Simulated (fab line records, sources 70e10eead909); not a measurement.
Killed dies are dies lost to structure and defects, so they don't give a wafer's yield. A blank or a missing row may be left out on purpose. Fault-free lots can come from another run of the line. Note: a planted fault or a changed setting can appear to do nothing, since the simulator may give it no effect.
fab line records	flow nand_harc
record: lots: 6	wafers: 18	last_day: 24
route steps=1159 shown A_STAIRCASE@679 END@1159
lots that met no fault: from a run of the same line without faults
start_h: start of the lot's first displayed wafer, in hours after the record's first day	wait_h: hours since the lot's step before	" as in the row above	L1.1+2: one row covering several wafers at once	- either no value or no given start	* or withheld: withheld	< > ~ a bound
route shown NAME@n: a module of which the file shows steps, and the number in the route of the first	usual: the fault-free wafers' mean and standard deviation	same: alike in all rows	chamber/n: place in a boat	sites: per-site readings	_std_site: how widely they spread, as a standard deviation	_edge_site: mean of outer sites minus mean of inner sites	radius_mm: for every site, how far away it sits from the centre of the wafer	mask NAME#n: copy n	behind: tool/chamber where the wafer was last shaped	hold: what put the lot on hold/how long, in hours/how the hold closed	device: which transistor (n, p or np) failed to switch	end of line: the route-end tests of the same wafers	a step with no rows: only its recipe	killed: the dies lost at the first sort to structure and to defects; this is not the yield of the wafer	map: shows each die of a wafer: x if killed, . if not, _ if none is there
set.NAME: the setting as run; set.NAME@STEP: as run at that earlier step	model.NAME: the simulator's own value behind a step, which no gauge read
lots at selected steps of the route; one table per step, one row per wafer
services: the hour from which a tool's chamber was out of use, counted from the record's first day as start_h (under 0 if before that day), plus the number of hours and why
== steps ==
step: NHARC_A_STAIRCASE_COAT_304
recipe: spin_rpm: 1200
step: NHARC_A_STAIRCASE_SOFTBAKE_305
recipe: temp_c: 135	time_s: 170
step: NHARC_A_STAIRCASE_EBR_306
step: NHARC_A_STAIRCASE_EXPOSE_307
recipe: na: 0.5	dose_mj: 45.72	mask_id: CHOP_50
step: NHARC_A_STAIRCASE_PEB_308
recipe: peb_temp_c: 115	peb_time_s: 130
step: NHARC_A_STAIRCASE_DEVELOP_309
recipe: time_s: 140
step: NHARC_A_STAIRCASE_HARDBAKE_311
recipe: temp_c: 120	time_s: 140
step: NHARC_A_STAIRCASE_DESCUM_312
recipe: time_s: 3	o2_flow_sccm: 200	ar_flow_sccm: 0	bias_power_w: 0	chemistry: O2
step: NHARC_A_STAIRCASE_ETCH_313
recipe: cf4_flow_sccm: 100	chf3_flow_sccm: 30	ar_flow_sccm: 0	rf_w: 500	bias_w: 200	chemistry: CF4/CHF3
usual: drypump_motor_current_A: 5.5/0.61	oes_product_au: 0.936/0.019	rf_vpp_V: 371.4/2.7	showerhead_plenum_p_Torr: 1.59/0.075	throttle_valve_pct: 16.802/0.01
lot.wafer	tool	chamber	start_h	wait_h	drypump_motor_current_A	oes_product_au	rf_hours_counter_h	rf_vpp_V	showerhead_plenum_p_Torr	throttle_valve_pct
L995.2	rie_diel-08	1	260.31	0.4	6.5	0.930	34	372.2	1.62	16.803
L995.3	"	3	"	"	6.3	0.935	43	372.0	1.62	16.810
L995.5	"	1	"	"	6.5	0.929	-	371.0	1.62	16.804
L996.2	rie_diel-07	2	276.84	0.1	5.0	0.933	15	371.5	1.59	16.797
L996.3	"	0	"	"	4.7	0.936	15	374.0	1.70	16.792
L996.1	"	1	"	"	4.8	0.918	16	371.5	1.60	16.801
L103.1	rie_diel-07	1	314.15	0.1	4.8	0.963	28	372.1	1.59	16.795
L103.3	"	2	"	"	5.1	0.976	28	370.4	1.58	16.812
L103.5	"	1	"	"	4.8	0.951	-	371.8	1.59	16.807
L105.3	rie_diel-07	0	319.03	0.1	4.7	0.924	28	374.4	1.69	16.799
L105.1	"	2	"	"	5.0	0.916	30	370.4	1.58	16.790
L105.6	"	3	"	"	5.8	0.931	-	367.6	1.48	16.808
L114.4	rie_diel-08	1	368.19	0.2	6.5	0.926	23	371.8	1.61	16.799
L114.1	"	2	"	"	6.3	0.932	26	366.6	1.47	16.790
L114.5	"	0	"	"	5.9	0.924	-	372.5	1.62	16.797
L115.2	rie_diel-02	1	379.46	0.1	5.2	0.922	13	373.0	1.61	16.802
L115.1	"	3	"	"	5.4	0.933	12	375.5	1.70	16.792
L115.4	"	0	"	"	5.7	0.929	13	374.7	1.68	16.817
step: NHARC_A_STAIRCASE_HM_OPEN_463
recipe: o2_flow_sccm: 400	cos_flow_sccm: 20	ar_flow_sccm: 0	rf_w: 500	bias_w: 300	chemistry: O2/COS
step: NHARC_A_STAIRCASE_STRIP_464
recipe: o2_flow_sccm: 400	cos_flow_sccm: 20	ar_flow_sccm: 0	bias_w: 0	chemistry: O2/COS
step: NHARC_A_STAIRCASE_ETCH_453
recipe: target_depth_a: 300	overetch_a: 30	time_s: 16.5	ion_energy_ev: 100	cf4_flow_sccm: 80	o2_flow_sccm: 20	ar_flow_sccm: 0	rf_w: 300	bias_w: 100	chemistry: CF4/O2
usual: drypump_motor_current_A: 5.5/0.6	oes_product_au: 0.998/0.0081	rf_vpp_V: 198.3/1.5	showerhead_plenum_p_Torr: 1.35/0.065	throttle_valve_pct: 13.397/0.008
lot.wafer	tool	chamber	start_h	wait_h	drypump_motor_current_A	oes_product_au	rf_hours_counter_h	rf_vpp_V	showerhead_plenum_p_Torr	throttle_valve_pct
L995.2	rie_diel-08	1	262.79	-	6.4	1.011	36	200.4	1.37	13.396
L995.3	"	3	"	"	6.3	1.012	45	198.5	1.38	13.402
L995.5	"	0	"	"	5.9	0.995	-	200.7	1.38	13.394
L996.3	rie_diel-07	2	277.29	-	5.1	1.004	15	198.1	1.35	13.402
L996.2	"	0	"	"	4.7	1.009	15	200.8	1.44	13.397
L996.1	"	1	"	"	4.8	1.006	16	198.1	1.36	13.394
L103.3	rie_diel-07	1	314.60	-	4.8	0.991	28	198.2	1.35	13.396
L103.1	"	2	"	"	5.0	0.995	28	197.4	1.34	13.399
L103.5	"	0	"	"	4.7	0.996	-	199.1	1.44	13.405
L105.1	rie_diel-07	2	320.86	-	5.1	0.996	32	198.1	1.34	13.398
L105.3	"	3	"	"	5.7	0.995	29	195.7	1.25	13.418
L105.6	"	3	"	"	5.8	0.997	-	195.8	1.25	13.394
L114.1	rie_diel-08	0	368.85	-	5.9	1.008	21	199.3	1.38	13.388
L114.4	"	2	"	"	6.3	1.009	26	195.6	1.24	13.404
L114.5	"	0	"	"	5.9	1.000	-	198.2	1.38	13.390
L115.1	rie_diel-02	3	379.91	-	5.4	1.007	12	199.2	1.44	13.406
L115.4	"	0	"	"	5.7	0.988	13	199.6	1.43	13.396
L115.2	"	1	"	"	5.2	0.993	13	198.0	1.37	13.387
step: NHARC_A_STAIRCASE_ETCH_315
recipe: target_depth_a: 25000	time_s: 607.1	ion_energy_ev: 800	c4f8_flow_sccm: 80	o2_flow_sccm: 60	ar_flow_sccm: withheld	rf_w: 600	bias_w: 3000	chemistry: C4F8/O2/Ar
step: NHARC_A_STAIRCASE_STRIP_316
recipe: o2_flow_sccm: 500	ar_flow_sccm: 0	bias_w: 0	chemistry: O2
step: NHARC_A_STAIRCASE_STRIP_317
recipe: time_s: 900	temp_c: 130	chemistry: SPM
step: NHARC_A_STAIRCASE_PRECLEAN_318
recipe: time_s: *	temp_c: 50	bath_age_min: 0	chemistry: SC1
step: NHARC_A_STAIRCASE_SRD_329
step: NHARC_A_STAIRCASE_ALD_415
recipe: target_thk_a: 300	pulse_time_s: 6	ald_cycles: 300	temp_c: 300	material: SiO2
step: NHARC_A_STAIRCASE_ETCHBACK_416
recipe: target_depth_a: 360	time_s: 7.2	c4f8_flow_sccm: withheld	o2_flow_sccm: 8	ar_flow_sccm: withheld	rf_w: 600	bias_w: 800	chemistry: C4F8/O2/Ar
usual: oes_product_au: 0.936/0.028	rf_vpp_V: 724/4.7
lot.wafer	tool	chamber	start_h	wait_h	oes_product_au	rf_hours_counter_h	rf_vpp_V
L995.2	rie_diel-07	2	-	-	0.924	11	723
L995.3	"	3	"	"	0.932	11	718
L995.5	"	1	"	"	0.923	-	725
L996.3	rie_diel-02	0	-	-	0.996	45	731
L996.2	"	1	"	"	0.999	45	726
L996.1	"	2	"	"	1.003	35	724
L103.3	rie_diel-02	0	-	-	0.912	61	731
L103.1	"	1	"	"	0.929	61	725
L103.5	"	3	"	"	0.922	-	716
L105.1	rie_diel-08	3	-	-	0.939	6	725
L105.3	"	1	"	"	0.940	5	724
L105.6	"	0	"	"	0.927	-	726
L114.1	rie_diel-02	3	-	-	0.933	11	731
L114.4	"	1	"	"	0.920	12	725
L114.5	"	0	"	"	0.916	-	728
L115.4	rie_diel-08	3	-	-	1.012	30	726
L115.1	"	1	"	"	1.002	29	725
L115.2	"	2	"	"	1.003	33	715
step: NHARC_A_STAIRCASE_STRIP_476
recipe: time_s: 20	o2_flow_sccm: 500	ar_flow_sccm: 0	bias_w: 0	chemistry: O2
step: NHARC_A_STAIRCASE_DEP_417
recipe: target_thk_a: 600	step_coverage_pct: 20	temp_c: 400	target_thk_nm: 60	flow_sccm: 200	rf_w: 450	material: Si3N4
usual: heater_power_w: 729/68	showerhead_vpp_V: 1302/53
lot.wafer	tool	chamber	start_h	wait_h	heater_power_w	showerhead_vpp_V	since_wet_clean_h
L995.2	pecvd-02	0	267.83	-	800	1303	102
L995.3	"	2	"	"	758	1324	-
L995.5	"	0	"	"	798	1280	-
L996.3	pecvd-03	0	280.95	-	699	1287	157
L996.1	"	1	"	"	672	1247	157
L996.2	"	2	"	"	632	1275	157
L103.1	pecvd-02	0	318.21	-	732	1280	152
L103.3	"	2	"	"	718	1301	152
L103.5	"	0	"	"	743	1342	-
L105.3	pecvd-03	0	324.81	-	690	1286	20
L105.1	"	2	"	"	623	1285	20
L105.6	"	2	"	"	641	1287	-
L114.1	pecvd-02	2	373.43	-	806	1289	26
L114.4	"	1	"	"	743	1416	-
L114.5	"	0	"	"	713	1305	-
L115.1	pecvd-03	1	383.73	-	745	1256	79
L115.2	"	2	"	"	733	1290	79
L115.4	"	1	"	"	721	1255	-
step: NHARC_A_STAIRCASE_WET_418
recipe: temp_c: 160	target_depth_a: 200	chemistry: H3PO4
step: NHARC_A_STAIRCASE_PRECLEAN_419
recipe: time_s: *	temp_c: 50	bath_age_min: 0	chemistry: SC1
step: NHARC_A_STAIRCASE_SRD_421
step: NHARC_A_STAIRCASE_ALD_420
recipe: target_thk_a: 200	pulse_time_s: 6	ald_cycles: 200	temp_c: 300	material: SiO2
step: NHARC_A_STAIRCASE_CVD_552
recipe: target_thk_a: 400	temp_c: 700	pressure_mtorr: 300	material: SiNx
step: NHARC_A_STAIRCASE_DEP_151
recipe: target_thk_a: 38000	temp_c: 400	target_thk_nm: 3800	teos_flow_sccm: 200	rf_w: 500	material: SiO2
usual: heater_power_w: 672/82	mfc_precursor_sccm: 199.9/0.6
lot.wafer	tool	chamber	start_h	wait_h	heater_power_w	mfc_precursor_sccm	since_wet_clean_h
L995.2	pecvd-02	2	280.11	0.5	710	200.2	114
L995.3	"	0	"	"	751	199.8	114
L995.5	"	2	"	"	600	200.8	-
L996.3	pecvd-01	2	295.32	0.7	810	200.6	45
L996.2	"	0	"	"	694	200.0	45
L996.1	"	1	"	"	661	199.6	45
L103.3	pecvd-01	0	329.88	0.4	679	199.9	80
L103.1	"	2	"	"	882	199.9	80
L103.5	"	1	"	"	606	200.6	-
L105.1	pecvd-01	1	339.66	1.1	648	199.6	90
L105.3	"	0	"	"	582	200.0	90
L105.6	"	0	"	"	568	199.8	-
L114.1	pecvd-01	2	385.49	0.5	862	200.0	135
L114.5	"	2	"	"	718	199.7	-
L114.4	"	0	"	"	585	199.4	-
L115.2	pecvd-01	1	395.78	0.4	744	201.2	146
L115.1	"	0	"	"	684	200.2	146
L115.4	"	2	"	"	715	199.3	-
step: NHARC_A_STAIRCASE_ANNEAL_320
recipe: temp_c: 750	time_s: 1800
step: NHARC_A_STAIRCASE_DEP_322
recipe: target_thk_a: 38000	temp_c: 400	target_thk_nm: 3800	teos_flow_sccm: 200	rf_w: 500	material: SiO2
usual: heater_power_w: 665/76	mfc_precursor_sccm: 200.0/0.6
lot.wafer	tool	chamber	start_h	wait_h	heater_power_w	mfc_precursor_sccm	since_wet_clean_h
L995.2	pecvd-02	1	287.15	0.1	643	199.2	121
L995.3	"	0	"	"	758	200.3	121
L995.5	"	1	"	"	612	198.8	-
L996.1	pecvd-02	2	304.43	0.2	702	199.2	138
L996.2	"	0	"	"	718	200.4	139
L996.3	"	1	"	"	683	200.0	139
L103.3	pecvd-01	2	339.19	0.4	865	199.6	89
L103.1	"	0	"	"	699	200.3	89
L103.5	"	1	"	"	584	200.3	-
L105.3	pecvd-01	1	349.09	0.1	738	199.8	99
L105.1	"	0	"	"	726	199.3	99
L105.6	"	0	"	"	562	198.8	-
L114.1	pecvd-03	2	393.27	0.2	699	199.8	88
L114.4	"	1	"	"	593	200.0	-
L114.5	"	2	"	"	577	199.6	-
L115.1	pecvd-02	2	403.18	0.1	780	199.1	56
L115.2	"	0	"	"	749	200.3	56
L115.4	"	1	"	"	613	198.8	-
step: NHARC_A_STAIRCASE_ANNEAL_323
recipe: temp_c: 750	time_s: 1800
step: NHARC_A_STAIRCASE_DEP_325
recipe: target_thk_a: 38000	temp_c: 400	target_thk_nm: 3800	teos_flow_sccm: 200	rf_w: 500	material: SiO2
step: NHARC_A_STAIRCASE_ANNEAL_326
recipe: temp_c: 750	time_s: 1800
step: NHARC_A_STAIRCASE_DEHYDRATE_433
recipe: temp_c: 150	time_s: 120
step: NHARC_A_STAIRCASE_HMDS_434
recipe: time_s: 30
step: NHARC_A_STAIRCASE_COAT_435
recipe: spin_rpm: 1200
step: NHARC_A_STAIRCASE_SOFTBAKE_436
recipe: temp_c: 135	time_s: 170
step: NHARC_A_STAIRCASE_EBR_437
step: NHARC_END_SORT_01
recipe: temp_c: 25
usual: killed_at_array: 26/9.9	killed_at_other: 0.8/1	killed_at_periphery: 2.8/2.2	killed_dies: 29/9.9	killed_open: 3.2/1.8	killed_short: 2.1/1.4
same: gross_dies: 677
lot.wafer	tool	chamber	start_h	wait_h	killed_at_array	killed_at_other	killed_at_periphery	killed_dies	killed_open	killed_short
L995.2	prober-02	0	441.71	2.8	26	0	5	31	4	4
L995.3	prober-02	0	442.52	3.1	26	0	4	30	2	1
L995.5	prober-02	0	444.13	3.7	19	0	3	22	1	1
L996.1	prober-02	0	459.49	2.5	27	0	3	30	2	3
L996.2	prober-02	0	460.29	2.8	35	0	0	35	3	4
L996.3	prober-02	0	461.09	3.1	27	0	7	34	4	1
L103.1	prober-01	0	490.28	2.5	96	0	3	99	5	1
L103.3	prober-01	0	491.88	3.1	116	0	3	119	6	6
L103.5	prober-01	0	493.48	3.7	85	0	3	88	2	0
L105.1	prober-01	0	504.34	2.5	75	1	1	77	1	3
L105.3	prober-01	0	505.93	3.1	65	0	3	68	2	2
L105.6	prober-01	0	508.32	4.0	69	0	3	72	5	3
L114.1	prober-01	0	551.33	2.5	20	6	2	28	1	5
L114.4	prober-01	0	553.74	3.4	21	2	0	23	4	2
L114.5	prober-01	0	554.54	3.7	16	2	5	23	3	3
L115.1	prober-01	0	565.80	2.5	51	0	1	52	2	2
L115.2	prober-01	0	566.60	2.8	49	0	3	52	4	2
L115.4	prober-01	0	568.21	3.4	41	0	2	43	2	1
killed by level:class
L995.2 A_CHANNEL_HOLE_D1:chamber_film_flake=7 A_SLIT:chamber_film_flake=6 P_M1:chamber_film_flake=4 A_CHANNEL_FILL_D1:geometric_particle:open=3 A_ONON_D1:geometric_particle:short=2 A_CHANNEL_HOLE_D1:geometric_particle:short=2 A_STAIRCASE:chamber_film_flake=2 A_WL_FILL:chamber_film_flake=2
L995.3 A_CHANNEL_HOLE_D1:chamber_film_flake=12 A_SLIT:chamber_film_flake=6 A_CONTACT:chamber_film_flake=4 P_M1:chamber_film_flake=3 A_STAIRCASE:chamber_film_flake=2 P_M0:geometric_particle:open=1 A_WL_FILL:geometric_particle:open=1 A_M0:geometric_particle:short=1
L995.5 A_SLIT:chamber_film_flake=8 A_CHANNEL_HOLE_D1:chamber_film_flake=4 A_STAIRCASE:chamber_film_flake=3 P_M1:chamber_film_flake=2 A_ZERO_WELL:chamber_film_flake=2 P_CONTACT:geometric_particle:open=1 A_CHANNEL_FILL_D1:geometric_particle:short=1 A_CHANNEL_FILL_D1:chamber_film_flake=1
L996.1 A_CHANNEL_HOLE_D1:chamber_film_flake=10 A_SLIT:chamber_film_flake=10 P_CONTACT:geometric_particle:short=1 A_CHANNEL_FILL_D1:geometric_particle:short=1 A_WL_FILL:geometric_particle:short=1 A_WL_FILL:geometric_particle:open=1 A_CONTACT:geometric_particle:open=1 P_STI:chamber_film_flake=1
L996.2 A_CHANNEL_HOLE_D1:chamber_film_flake=11 A_SLIT:chamber_film_flake=9 A_CONTACT:chamber_film_flake=3 A_STAIRCASE:chamber_film_flake=2 A_CHANNEL_HOLE_D1:geometric_particle:short=1 A_CHANNEL_FILL_D1:geometric_particle:short=1 A_CHANNEL_FILL_D1:geometric_particle:open=1 A_WL_FILL:geometric_particle:short=1
L996.3 A_CHANNEL_HOLE_D1:chamber_film_flake=13 A_SLIT:chamber_film_flake=9 P_CONTACT:geometric_particle:open=2 P_BONDPAD:chamber_film_flake=2 A_CONTACT:chamber_film_flake=2 P_GATE:geometric_particle:open=1 A_CHANNEL_HOLE_D1:geometric_particle:open=1 A_WL_FILL:geometric_particle:short=1
L103.1 A_STAIRCASE:unspecified=63 A_CHANNEL_HOLE_D1:chamber_film_flake=12 A_SLIT:chamber_film_flake=9 A_CONTACT:chamber_film_flake=5 A_CONTACT:geometric_particle:open=2 A_STAIRCASE:chamber_film_flake=2 P_GATE:geometric_particle:open=1 P_M0:geometric_particle:open=1
L103.3 A_STAIRCASE:unspecified=69 A_CHANNEL_HOLE_D1:chamber_film_flake=17 A_SLIT:chamber_film_flake=12 A_CONTACT:chamber_film_flake=5 A_ONON_D1:geometric_particle:short=2 A_CHANNEL_FILL_D1:geometric_particle:open=2 A_WL_FILL:geometric_particle:open=2 A_M0:geometric_particle:short=2
L103.5 A_STAIRCASE:unspecified=54 A_CHANNEL_HOLE_D1:chamber_film_flake=14 A_SLIT:chamber_film_flake=11 A_CONTACT:chamber_film_flake=3 A_STAIRCASE:chamber_film_flake=2 P_GATE:geometric_particle:open=1 A_BLC:geometric_particle:open=1 P_ZERO_WELL:chamber_film_flake=1
L105.1 A_STAIRCASE:unspecified=59 A_CHANNEL_HOLE_D1:chamber_film_flake=7 A_STAIRCASE:chamber_film_flake=3 A_CONTACT:chamber_film_flake=2 P_CONTACT:geometric_particle:short=1 A_CHANNEL_FILL_D1:geometric_particle:short=1 A_WL_FILL:geometric_particle:short=1 A_CONTACT:geometric_particle:open=1
L105.3 A_STAIRCASE:unspecified=57 A_CHANNEL_HOLE_D1:chamber_film_flake=3 A_CONTACT:chamber_film_flake=2 P_GATE:geometric_particle:open=1 P_CONTACT:geometric_particle:open=1 P_M1:geometric_particle:short=1 A_ONON_D1:geometric_particle:short=1 A_ZERO_WELL:chamber_film_flake=1
L105.6 A_STAIRCASE:unspecified=54 A_CHANNEL_HOLE_D1:chamber_film_flake=4 A_STAIRCASE:chamber_film_flake=3 A_CONTACT:chamber_film_flake=3 P_CONTACT:geometric_particle:open=2 P_CONTACT:geometric_particle:short=1 A_CHANNEL_HOLE_D1:geometric_particle:short=1 A_CHANNEL_FILL_D1:geometric_particle:short=1
L114.1 A_CHANNEL_HOLE_D1:chamber_film_flake=6 THIN_TSV:chamber_film_flake=6 A_CONTACT:chamber_film_flake=5 A_WL_FILL:geometric_particle:short=3 A_CHANNEL_HOLE_D1:geometric_particle:short=1 A_CHANNEL_FILL_D1:geometric_particle:short=1 A_CONTACT:geometric_particle:open=1 P_GATE:chamber_film_flake=1
L114.4 A_CONTACT:chamber_film_flake=8 A_CHANNEL_HOLE_D1:chamber_film_flake=4 A_CONTACT:geometric_particle:open=2 A_WL_FILL:chamber_film_flake=2 THIN_TSV:chamber_film_flake=2 A_SGD_CUT:geometric_particle:short=1 A_SGD_CUT:geometric_particle:open=1 A_BLC:geometric_particle:open=1
L114.5 A_CHANNEL_HOLE_D1:chamber_film_flake=9 A_CONTACT:chamber_film_flake=4 P_STI:chamber_film_flake=2 THIN_TSV:chamber_film_flake=2 P_GATE:geometric_particle:open=1 P_M0:geometric_particle:open=1 P_M0:geometric_particle:short=1 A_ONON_D1:geometric_particle:short=1
L115.1 A_SLIT:chamber_film_flake=24 A_CHANNEL_HOLE_D1:chamber_film_flake=18 A_CONTACT:chamber_film_flake=3 A_WL_FILL:chamber_film_flake=2 P_M0:geometric_particle:open=1 A_CHANNEL_FILL_D1:geometric_particle:short=1 A_BLC:geometric_particle:open=1 A_M0:geometric_particle:short=1
L115.2 A_CHANNEL_HOLE_D1:chamber_film_flake=21 A_SLIT:chamber_film_flake=14 A_CONTACT:chamber_film_flake=5 A_WL_FILL:chamber_film_flake=3 P_M0:geometric_particle:open=2 A_STAIRCASE:chamber_film_flake=2 A_ONON_D1:geometric_particle:open=1 A_WL_FILL:geometric_particle:short=1
L115.4 A_SLIT:chamber_film_flake=17 A_CHANNEL_HOLE_D1:chamber_film_flake=16 A_CONTACT:chamber_film_flake=3 A_WL_FILL:chamber_film_flake=2 P_M0:geometric_particle:short=1 A_WL_FILL:geometric_particle:open=1 A_CONTACT:geometric_particle:open=1 P_GATE:chamber_film_flake=1
map L103.3 (x killed, . not)
____________.____________
_________......._________
_______xx........._______
______x.x.......x..______
_____xxx............_____
____..x...x..........____
____x....x.xx........____
___xx.x....xx.........___
___....xxxxx.........x___
__.x..x.xxxxx..........__
__...xx.xxxxxx.x.....x.__
_...x.xxxxxxx..........._
_....xxxxxxxxxx........._
_.....xxxxxxxx....x....._
_...xx.xxxxxxxx........._
_...x..xxxxxxx.........._
..xx..x.xxxx............x
.........xxxx............
...xx...xxx..............
...x.....................
.........................
_......................._
_......................._
_..x...................._
_.x....................._
_..x.......x............_
__....xx.x.x..........x__
__.........x....x......__
___...................___
___...................___
____..........x......____
____.................____
_____.x............._____
______.............______
_______..........._______
_________..x...._________
____________.____________
map L105.1 (x killed, . not)
____________.____________
_________......._________
_______..........._______
______...........x.______
_____..............._____
____..x......x....xxx____
____..............xxx____
___..............xxxxx___
___..x...........xxxxx___
__............x.xxxxxxx__
__...........x...xxxxxx__
_................xxxxxxx_
_....x...x......xxxxxxxx_
_...............x.xxxxxx_
_................x.xxxxx_
_.....x............xx..._
..x....x.............x...
....x....................
.x.......................
.........................
......................x..
_......................._
_....xx....x............_
_......................._
_......................._
_......................._
__.....................__
__.....................__
___...................___
___...................___
____.................____
____.................____
_____..............._____
______.............______
_______..........._______
_________......._________
____________.____________
== services ==
tool	chamber	start_h	hours	kind
pecvd-01	-	237.18	13.0	pm
pecvd-01	0	237.18	13.0	vent_cycle
pecvd-01	1	237.18	13.0	vent_cycle
pecvd-01	2	237.18	13.0	vent_cycle
rie_diel-07	0	237.33	-	clean
rie_diel-07	0	237.33	-	consumable_replace:showerhead
rie_diel-07	1	237.33	-	clean
rie_diel-07	1	237.33	-	consumable_replace:focus_ring
rie_diel-07	2	237.33	-	clean
rie_diel-07	3	237.33	-	clean
pecvd-01	0	250.18	-	clean
pecvd-01	1	250.18	-	clean
pecvd-01	2	250.18	-	clean
rie_diel-02	2	253.28	25.0	repair
pecvd-02	1	262.67	10.2	repair
rie_diel-07	0	262.68	-	clean
pecvd-03	-	276.12	1.2	repair
pecvd-03	-	292.25	13.0	pm
rie_diel-02	-	327.77	9.0	pm
pecvd-02	-	334.07	13.0	pm
rie_diel-02	3	338.36	6.1	repair
pecvd-01	2	362.14	21.4	repair
rie_diel-07	1	371.43	2.3	repair
pecvd-03	0	373.80	4.0	repair
== key ==
first_sign: step: NHARC_END_SORT_01	reading: killed_at_array	direction: up	sigmas: 5.9	usual: 26	struck: 84
effect: step: NHARC_END_SORT_01	reading: killed_dies	direction: up	sigmas: 5.8	usual: 29	struck: 87
more_kills_born_at: NHARC_A_STAIRCASE_ETCH_453@rie_diel-07: 356
met_at NHARC_A_STAIRCASE_ETCH_453
struck_wafers L103.1,L103.3,L103.5,L105.1,L105.3,L105.6
tester_left_out L103,L105
onset_between 277.29 314.60
also_fits NHARC_A_STAIRCASE_ETCH_313:rie_diel-07,NHARC_A_STAIRCASE_DEP_322:pecvd-01
fault: kind: chamber_particle_source	tool: rie_diel-07	chamber: -	onset_h: 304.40	steps: NHARC_A_STAIRCASE_ETCH_453	rate_per_visit_cm2: 0.49809	end_h: 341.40
tester_left_out: of these lots the tester's yield and bins aren't shown, on N5 and GAA mostly nor the transistor test; their killed dies are dies lost to structure and defects alone, not to doping, threshold or leakage, so they don't give the yield
